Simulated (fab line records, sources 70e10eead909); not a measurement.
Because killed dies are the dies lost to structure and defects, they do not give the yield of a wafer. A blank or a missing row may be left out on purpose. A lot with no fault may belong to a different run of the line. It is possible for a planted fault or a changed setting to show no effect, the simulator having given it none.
Chamber matching || flow nand_harc || rie_diel-04 running NHARC_A_BLC_STRIP_21: 4 sister chambers
The step strips in O2. 14 wafers are shown with their chamber, then 7 later ones without.

WAFERS, EACH WITH ITS CHAMBER
{"wafer": "L079.1", "chamber": 3, "showerhead_plenum_p_Torr (Torr)": 3.62, "drypump_motor_current_A (A)": 5.3, "rf_vpp_V (V)": 58.1}
{"wafer": "L079.2", "chamber": 2, "showerhead_plenum_p_Torr (Torr)": 3.42, "drypump_motor_current_A (A)": 5.7, "rf_vpp_V (V)": 58.3}
{"wafer": "L079.3", "chamber": 0, "showerhead_plenum_p_Torr (Torr)": 3.30, "drypump_motor_current_A (A)": 5.0, "rf_vpp_V (V)": 56.4}
{"wafer": "L080.1", "chamber": 2, "showerhead_plenum_p_Torr (Torr)": 3.42, "drypump_motor_current_A (A)": 5.7, "rf_vpp_V (V)": 57.9}
{"wafer": "L080.5", "chamber": 3, "showerhead_plenum_p_Torr (Torr)": 3.62, "drypump_motor_current_A (A)": 5.3, "rf_vpp_V (V)": 57.8}
{"wafer": "L080.6", "chamber": 2, "showerhead_plenum_p_Torr (Torr)": 3.42, "drypump_motor_current_A (A)": 5.7, "rf_vpp_V (V)": 58.9}
{"wafer": "L085.1", "chamber": 2, "showerhead_plenum_p_Torr (Torr)": 3.42, "drypump_motor_current_A (A)": 5.7, "rf_vpp_V (V)": 56.8}
{"wafer": "L085.3", "chamber": 0, "showerhead_plenum_p_Torr (Torr)": 3.29, "drypump_motor_current_A (A)": 5.1, "rf_vpp_V (V)": 56.8}
{"wafer": "L085.5", "chamber": 1, "showerhead_plenum_p_Torr (Torr)": 3.37, "drypump_motor_current_A (A)": 6.2, "rf_vpp_V (V)": 57.1}
{"wafer": "L086.1", "chamber": 2, "showerhead_plenum_p_Torr (Torr)": 3.42, "drypump_motor_current_A (A)": 5.7, "rf_vpp_V (V)": 56.4}
{"wafer": "L086.3", "chamber": 3, "showerhead_plenum_p_Torr (Torr)": 3.62, "drypump_motor_current_A (A)": 5.3, "rf_vpp_V (V)": 59.2}
{"wafer": "L086.5", "chamber": 2, "showerhead_plenum_p_Torr (Torr)": 3.42, "drypump_motor_current_A (A)": 5.7, "rf_vpp_V (V)": 59.5}
{"wafer": "L087.2", "chamber": 1, "showerhead_plenum_p_Torr (Torr)": 3.37, "drypump_motor_current_A (A)": 6.2, "rf_vpp_V (V)": 58.0}
{"wafer": "L087.3", "chamber": 3, "showerhead_plenum_p_Torr (Torr)": 3.62, "drypump_motor_current_A (A)": 5.3, "rf_vpp_V (V)": 59.3}

SIGNATURES, as means of the wafers listed above
{"reading": "showerhead_plenum_p_Torr", "chamber 0": 3.2950, "chamber 1": 3.3700, "chamber 2": 3.4200, "chamber 3": 3.6200, "scatter within a chamber": 0.00224}
{"reading": "drypump_motor_current_A", "chamber 0": 5.050, "chamber 1": 6.200, "chamber 2": 5.700, "chamber 3": 5.300, "scatter within a chamber": 0.0224}
{"reading": "rf_vpp_V", "chamber 0": 56.600, "chamber 1": 57.550, "chamber 2": 57.967, "chamber 3": 58.600, "scatter within a chamber": 0.968}
Rule: a wafer's distance from a chamber is the root of the sum, over the readings, of the square of ((its reading less the chamber's mean) divided by the reading's scatter). The wafer belongs to the nearest chamber; if the next one is less than 2 further off, it can't be placed. The scatter: the root of (the sum of the squares of (reading less its chamber's mean) over the shown wafers, divided by (wafers less chambers)).

WAFERS WITH NO CHAMBER GIVEN
{"wafer": "L087.5", "showerhead_plenum_p_Torr (Torr)": 3.62, "drypump_motor_current_A (A)": 5.3, "rf_vpp_V (V)": 58.7}
{"wafer": "L090.1", "showerhead_plenum_p_Torr (Torr)": 3.41, "drypump_motor_current_A (A)": 5.7, "rf_vpp_V (V)": 57.4}
{"wafer": "L090.2", "showerhead_plenum_p_Torr (Torr)": 3.62, "drypump_motor_current_A (A)": 5.3, "rf_vpp_V (V)": 57.7}
{"wafer": "L090.3", "showerhead_plenum_p_Torr (Torr)": 3.37, "drypump_motor_current_A (A)": 6.2, "rf_vpp_V (V)": 57.2}
{"wafer": "L093.2", "showerhead_plenum_p_Torr (Torr)": 3.29, "drypump_motor_current_A (A)": 5.0, "rf_vpp_V (V)": 56.9}
{"wafer": "L093.3", "showerhead_plenum_p_Torr (Torr)": 3.61, "drypump_motor_current_A (A)": 5.3, "rf_vpp_V (V)": 57.7}
{"wafer": "L093.6", "showerhead_plenum_p_Torr (Torr)": 3.29, "drypump_motor_current_A (A)": 5.0, "rf_vpp_V (V)": 56.7}

THE CHAMBER EACH PASSED THROUGH
{"wafer": "L087.5", "from the rows above": 3, "in truth": 3}
{"wafer": "L090.1", "from the rows above": 2, "in truth": 2}
{"wafer": "L090.2", "from the rows above": 3, "in truth": 3}
{"wafer": "L090.3", "from the rows above": 1, "in truth": 1}
{"wafer": "L093.2", "from the rows above": 0, "in truth": 0}
{"wafer": "L093.3", "from the rows above": 3, "in truth": 3}
{"wafer": "L093.6", "from the rows above": 0, "in truth": 0}
Correct placement for 7 of the 7. From these rows, 0 cannot be placed. Number placed wrongly: 0.
